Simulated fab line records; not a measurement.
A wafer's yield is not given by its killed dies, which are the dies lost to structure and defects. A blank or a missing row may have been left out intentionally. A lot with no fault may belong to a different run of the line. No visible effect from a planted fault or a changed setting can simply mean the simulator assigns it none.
What tool caused it? | flow n5-finfet | 9 lots with 26 wafers sampled at 4 steps, on a route of 1938 steps

## WHAT EACH GAUGE READ, for each wafer
N5_BEOL_M10_THK_MEAS_53: measures by xrf.
lot  | measured     | on            | M10_THK (nm)
L280 | day 10 10:04 | film-metro-01 | 140.9 140.8 140.7
L282 | day 11 03:40 | film-metro-01 | 138.1 139.9 138.5
L287 | day 12 02:41 | film-metro-01 | 137.4 139.6 140.8
L286 | day 12 08:14 | film-metro-02 | 138.9 141.8 140.7
L291 | day 13 06:32 | film-metro-02 | 139.7 137.0 140.6
L295 | day 14 06:55 | film-metro-02 | 138.5 139.6 142.1
L298 | day 15 03:34 | film-metro-02 | 139.6 251.7 265.7
L299 | day 15 10:30 | film-metro-02 | 140.4 262.7
L301 | day 15 14:29 | film-metro-02 | 134.2 138.4 137.3

## TOOL THAT RAN EACH LOT (tool first, then ch and the chambers of the sampled wafers, then the start)
lot  | N5_BEOL_M10_ETCH_41                           | N5_BEOL_M10_ANNEAL_51            | N5_BEOL_M10_CMP_52
L280 | rie-diel-04 ch 0,2,3, day 10 09:31 or earlier | rtp-anneal-02 ch 0, day 10 09:31 | cmp-01 ch 1,3, day 10 09:49
L282 | rie-diel-04 ch 0,2, day 11 03:05 or earlier   | rtp-anneal-02 ch 0, day 11 03:05 | cmp-04 ch 0,1, day 11 03:23
L287 | rie-diel-03 ch 0,2,3, day 12 02:11 or earlier | rtp-anneal-02 ch 0, day 12 02:11 | cmp-04 ch 1,2,3, day 12 02:28
L286 | rie-diel-04 ch 0,1, day 12 07:39 or earlier   | rtp-anneal-01 ch 0, day 12 07:39 | cmp-02 ch 0,1,3, day 12 07:59
L291 | rie-diel-02 ch 1,2,3, day 13 05:57 or earlier | rtp-anneal-02 ch 0, day 13 05:57 | cmp-01 ch 1,2,3, day 13 06:17
L295 | rie-diel-04 ch 0,1,2, day 14 06:19 or earlier | rtp-anneal-02 ch 0, day 14 06:19 | cmp-01 ch 0,1,2, day 14 06:37
L298 | rie-diel-04 ch 0,1,2, day 15 03:02 or earlier | rtp-anneal-01 ch 0, day 15 03:02 | cmp-01 ch 1,2,3, day 15 03:20
L299 | rie-diel-03 ch 0,2, day 15 09:55 or earlier   | rtp-anneal-02 ch 0, day 15 09:55 | cmp-01 ch 1,2, day 15 10:15
L301 | rie-diel-02 ch 0,3, day 15 13:57 or earlier   | rtp-anneal-01 ch 0, day 15 13:57 | cmp-04 ch 1,2,3, day 15 14:12
- N5_BEOL_M10_ETCH_41: etches SiCN in CH3F/O2, target depth 42.6 nm, time 86 s.
- N5_BEOL_M10_ANNEAL_51: time 90 s.
- N5_BEOL_M10_CMP_52: polishes, stops on SiCOH lowk, t overpolish 7 s, target thk 140 nm.

## THE ANSWER, worked out from the rows above alone
Rule: the lots themselves supply what counts as usual. The widest of any qualifying gaps counts: lots, ordered by their means at a reading, are off when they make up no more than a third of the lots, leave a main group of 4 or more, and stand apart from it by 3 or more times the standard deviation of that group's means. A main group is skipped when, at the precision printed for the reading in the tables above, its means are all equal. A lot without any number at a reading at which 4 lots or more have one is off too. Any other lot the step has rows for is counted as sound.
Off: at N5_BEOL_M10_THK_MEAS_53 (M10_THK), L298, L299. For the main group the mean is 139.3 nm and the standard deviation 1.3.
If a tool, at a process step before that reading, ran all the lots that are off and no sound lot after the first of them, it fits. Those tools and the gauges at N5_BEOL_M10_THK_MEAS_53 are tried in the same way. With no start given for some of its lots, N5_BEOL_M10_ETCH_41 uses the hours and lot order of N5_BEOL_M10_ANNEAL_51. One fits: N5_BEOL_M10_CMP_52 on cmp-01. Its last sound lot is L295 (day 14 06:37), its first lot that is off L298 (day 15 03:20): a fault that began between those two fits.

## WHAT THE SIMULATOR PUT IN
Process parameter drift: cmp-01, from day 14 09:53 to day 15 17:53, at N5_BEOL_M10_CMP_52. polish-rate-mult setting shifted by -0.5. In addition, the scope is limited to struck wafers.
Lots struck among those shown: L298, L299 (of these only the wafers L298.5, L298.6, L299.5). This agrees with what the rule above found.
